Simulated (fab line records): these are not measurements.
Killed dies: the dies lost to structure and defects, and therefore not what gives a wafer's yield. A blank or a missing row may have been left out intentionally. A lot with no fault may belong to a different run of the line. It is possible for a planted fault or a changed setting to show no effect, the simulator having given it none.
fab line records	flow nand_harc
record lots=6	wafers=16	last_day=33
route steps=1302 shown A_ONON_D2@550
lots that met no fault: from a run of the same line without faults
start_h: the number of hours between the record's first day and the start of the first shown wafer of the lot	wait_h: hours since the lot's step before	" unchanged from the row above	L1.1+2: one row covering several wafers at once	- value missing, or start not given	* or withheld: withheld	< > ~ a bound
route shown NAME@n: NAME is a module with steps in the file, n the number in the route of the first one	usual: mean and standard deviation over wafers with no fault	same: alike in all rows	chamber/n: place in a boat	sites: readings site by site	_std_site: the standard deviation of these	_edge_site: the outer-site mean with the inner-site mean subtracted	radius_mm: for every site, how far away it sits from the centre of the wafer	mask NAME#n: copy n	behind: the last tool/chamber to shape the wafer	hold: cause of the lot's hold/its duration in hours/its outcome	device: whichever transistor did not switch (one of n, p or np)	end of line: tests of these same wafers at the route's end	a step without rows: its recipe alone	killed: count of dies lost to structure and defects at first sort (not the wafer's yield)	map: shows each die of a wafer: x if killed, . if not, _ if none is there
set.NAME: the setting that was run; set.NAME@STEP: the one run at that earlier step	model.NAME: the simulator's own value behind a step, which no gauge read
lots at some steps of the route; a table a step, a row a wafer
services: the hour from which a tool's chamber was out of use, counted from the record's first day as start_h (under 0 if before that day), plus the number of hours and why
## steps
# step NHARC_A_ONON_D2_THK_MEAS_08
# recipe thk_meas_gauge=ellipsometry
# usual thk_nm=1000/8.9
lot.wafer	tool	chamber	start_h	wait_h	thk_nm
L132.2	film_metro-01	-	286.50	-	987
L132.3	"	-	"	"	988
L132.6	"	-	"	"	988
L138.2	film_metro-02	-	344.10	-	1006
L138.3	"	-	"	"	1005
L138.5	"	-	"	"	1006
L139.4	film_metro-02	-	349.66	-	991
L148.1	film_metro-02	-	448.85	-	994
L148.3	"	-	"	"	993
L148.4	"	-	"	"	994
L150.1	film_metro-02	-	469.16	-	1014
L150.3	"	-	"	"	1014
L150.6	"	-	"	"	1013
L153.3	film_metro-01	-	506.70	-	993
L153.4	"	-	"	"	994
L153.6	"	-	"	"	992
# step NHARC_A_ONON_D2_DEP_09
# recipe target_thk_a=10000	n2_flow_sccm=2750	n2o_flow_sccm=2000	nh3_flow_sccm=500	sih4_flow_sccm=210	temp_c=400
# step NHARC_A_ONON_D2_THK_MEAS_11
# recipe thk_meas_gauge=ellipsometry
# usual thk_nm=1001/9.2
lot.wafer	tool	chamber	start_h	wait_h	thk_nm
L132.2	film_metro-01	-	287.07	-	989
L132.3	"	-	"	"	989
L132.6	"	-	"	"	989
L138.2	film_metro-02	-	344.67	-	991
L138.3	"	-	"	"	990
L138.5	"	-	"	"	991
L139.4	film_metro-02	-	350.23	-	1001
L148.1	film_metro-02	-	449.41	-	993
L148.3	"	-	"	"	993
L148.4	"	-	"	"	992
L150.1	film_metro-02	-	469.73	-	1002
L150.3	"	-	"	"	1004
L150.6	"	-	"	"	1005
L153.3	film_metro-02	-	507.28	-	1009
L153.4	"	-	"	"	1007
L153.6	"	-	"	"	1007
# step NHARC_A_ONON_D2_DEP_12
# recipe target_thk_a=10000	n2_flow_sccm=2750	n2o_flow_sccm=2000	nh3_flow_sccm=500	sih4_flow_sccm=210	temp_c=400
# step NHARC_A_ONON_D2_THK_MEAS_14
# recipe thk_meas_gauge=ellipsometry
# usual thk_nm=1001/10
lot.wafer	tool	chamber	start_h	wait_h	thk_nm
L132.2	film_metro-02	-	287.63	-	997
L132.3	"	-	"	"	995
L132.6	"	-	"	"	997
L138.2	film_metro-02	-	345.24	-	1004
L138.3	"	-	"	"	1004
L138.5	"	-	"	"	1005
L139.4	film_metro-02	-	350.79	-	996
L148.1	film_metro-02	-	449.98	-	1010
L148.3	"	-	"	"	1007
L148.4	"	-	"	"	1009
L150.1	film_metro-02	-	470.30	-	988
L150.3	"	-	"	"	987
L150.6	"	-	"	"	987
L153.3	film_metro-02	-	507.84	-	1012
L153.4	"	-	"	"	1012
L153.6	"	-	"	"	1012
# step NHARC_A_ONON_D2_ANNEAL_15
# recipe temp_c=750	time_s=3600
# step NHARC_A_ONON_D2_DEP_16
# recipe target_thk_a=10000	n2_flow_sccm=2750	n2o_flow_sccm=2000	nh3_flow_sccm=500	sih4_flow_sccm=210	temp_c=400
# step NHARC_A_ONON_D2_THK_MEAS_18
# recipe thk_meas_gauge=ellipsometry
# usual thk_nm=1000/8.1
lot.wafer	tool	chamber	start_h	wait_h	thk_nm
L132.2	film_metro-02	-	295.07	-	994
L132.3	"	-	"	"	996
L132.6	"	-	"	"	993
L138.2	film_metro-01	-	352.62	-	998
L138.3	"	-	"	"	997
L138.5	"	-	"	"	998
L139.4	film_metro-02	-	359.95	-	1000
L148.1	film_metro-02	-	457.36	-	986
L148.3	"	-	"	"	985
L148.4	"	-	"	"	987
L150.1	film_metro-02	-	477.66	-	1001
L150.3	"	-	"	"	1002
L150.6	"	-	"	"	1004
L153.3	film_metro-01	-	515.23	-	1002
L153.4	"	-	"	"	1000
L153.6	"	-	"	"	1002
# step NHARC_A_ONON_D2_DEP_19
# recipe target_thk_a=10000	n2_flow_sccm=2750	n2o_flow_sccm=2000	nh3_flow_sccm=500	sih4_flow_sccm=210	temp_c=400
# step NHARC_A_ONON_D2_THK_MEAS_21
# recipe thk_meas_gauge=ellipsometry
# usual thk_nm=1001/10
lot.wafer	tool	chamber	start_h	wait_h	thk_nm
L132.2	film_metro-02	-	295.63	-	1011
L132.3	"	-	"	"	1013
L132.6	"	-	"	"	1011
L138.2	film_metro-01	-	353.19	-	1003
L138.3	"	-	"	"	1003
L138.5	"	-	"	"	1002
L139.4	film_metro-02	-	360.52	-	994
L148.1	film_metro-02	-	457.92	-	1000
L148.3	"	-	"	"	1000
L148.4	"	-	"	"	998
L150.1	film_metro-02	-	478.23	-	1012
L150.3	"	-	"	"	1012
L150.6	"	-	"	"	1011
L153.3	film_metro-02	-	515.79	-	989
L153.4	"	-	"	"	987
L153.6	"	-	"	"	988
# step NHARC_A_ONON_D2_DEP_22
# recipe target_thk_a=10000	n2_flow_sccm=2750	n2o_flow_sccm=2000	nh3_flow_sccm=500	sih4_flow_sccm=210	temp_c=400
# step NHARC_A_ONON_D2_THK_MEAS_24
# recipe thk_meas_gauge=ellipsometry
# usual thk_nm=998/11
lot.wafer	tool	chamber	start_h	wait_h	thk_nm
L132.2	film_metro-02	-	296.20	-	983
L132.3	"	-	"	"	982
L132.6	"	-	"	"	982
L138.2	film_metro-02	-	353.76	-	1018
L138.3	"	-	"	"	1017
L138.5	"	-	"	"	1019
L139.4	film_metro-02	-	361.08	-	1018
L148.1	film_metro-02	-	458.48	-	999
L148.3	"	-	"	"	999
L148.4	"	-	"	"	998
L150.1	film_metro-02	-	478.80	-	997
L150.3	"	-	"	"	996
L150.6	"	-	"	"	996
L153.3	film_metro-02	-	516.36	-	989
L153.4	"	-	"	"	988
L153.6	"	-	"	"	988
# step NHARC_A_ONON_D2_DEP_25
# recipe target_thk_a=10000	n2_flow_sccm=2750	n2o_flow_sccm=2000	nh3_flow_sccm=500	sih4_flow_sccm=210	temp_c=400
# usual nh3_flow_sccm=500.0/1.6
lot.wafer	tool	chamber	start_h	wait_h	nh3_flow_sccm
L132.2	pecvd_onon-02	0	296.31	0.1	499.6
L132.3	"	0	"	"	501.6
L132.6	"	0	"	"	502.3
L138.2	pecvd_onon-03	0	353.87	0.1	501.5
L138.3	"	0	"	"	499.9
L138.5	"	0	"	"	501.3
L139.4	pecvd_onon-03	0	361.31	0.2	497.5
L148.1	pecvd_onon-03	0	458.54	0.1	499.4
L148.3	"	0	"	"	500.8
L148.4	"	0	"	"	501.4
L150.1	pecvd_onon-03	0	478.86	0.1	500.9
L150.3	"	0	"	"	501.7
L150.6	"	0	"	"	499.9
L153.3	pecvd_onon-02	0	516.53	0.2	500.1
L153.4	"	0	"	"	499.5
L153.6	"	0	"	"	499.1
# step NHARC_A_ONON_D2_THK_MEAS_27
# recipe thk_meas_gauge=ellipsometry
# usual thk_nm=1001/12
lot.wafer	tool	chamber	start_h	wait_h	hold	thk_nm
L132.2	film_metro-02	-	296.76	-	-	983
L132.3	"	-	"	"	-	983
L132.6	"	-	"	"	-	982
L138.2	film_metro-01	-	354.32	-	await_dispo/0.2h/release	1011
L138.3	"	-	"	"	await_dispo/0.2h/release	953
L138.5	"	-	"	"	await_dispo/0.2h/release	1010
L138.2	film_metro-01	-	354.49	0.2	-	1011
L138.3	"	-	"	"	-	952
L138.5	"	-	"	"	-	1010
L139.4	film_metro-02	-	361.64	-	await_dispo/0.2h/release	948
L139.4	film_metro-02	-	361.81	0.2	-	945
L148.1	film_metro-02	-	459.07	-	-	971
L148.3	"	-	"	"	-	971
L148.4	"	-	"	"	-	971
L150.1	film_metro-02	-	479.36	-	-	1011
L150.3	"	-	"	"	-	1011
L150.6	"	-	"	"	-	1010
L153.3	film_metro-02	-	516.93	-	-	1010
L153.4	"	-	"	"	-	1011
L153.6	"	-	"	"	-	1010
## services
tool	chamber	start_h	hours	kind
pecvd_onon-02	-	366.43	13.0	pm
pecvd_onon-03	-	408.00	13.0	pm
## key
first_sign step=NHARC_A_ONON_D2_THK_MEAS_27	reading=visit	direction=added
effect step=NHARC_A_ONON_D2_THK_MEAS_27	reading=thk_nm	direction=down	sigmas=4.4	usual=1001	struck=950
met_at NHARC_A_ONON_D2_DEP_25
struck_wafers L138.3,L139.4
later_rows_left_out L138.3,L139.4
sort_left_out L138.3,L139.4
tester_left_out L138,L139
fault kind=process_parameter_drift	tool=pecvd_onon-03	chamber=-	onset_h=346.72	steps=NHARC_A_ONON_D2_DEP_25	channel=target_thk_a	offset=*	shape=step	end_h=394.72	scope=struck_wafers_only	acts_in=*	stated=*
# tester_left_out: of these lots the tester's yield and bins aren't shown, on N5 and GAA mostly nor the transistor test; their killed dies are dies lost to structure and defects alone, not to doping, threshold or leakage, so they don't give the yield
# sort_left_out: the simulated sort isn't trusted on such a fault, so these wafers' sort isn't shown, and their yield isn't known
# later_rows_left_out: the simulator's readings of these wafers behind a module that went badly wrong aren't trusted and aren't shown, but for the sort
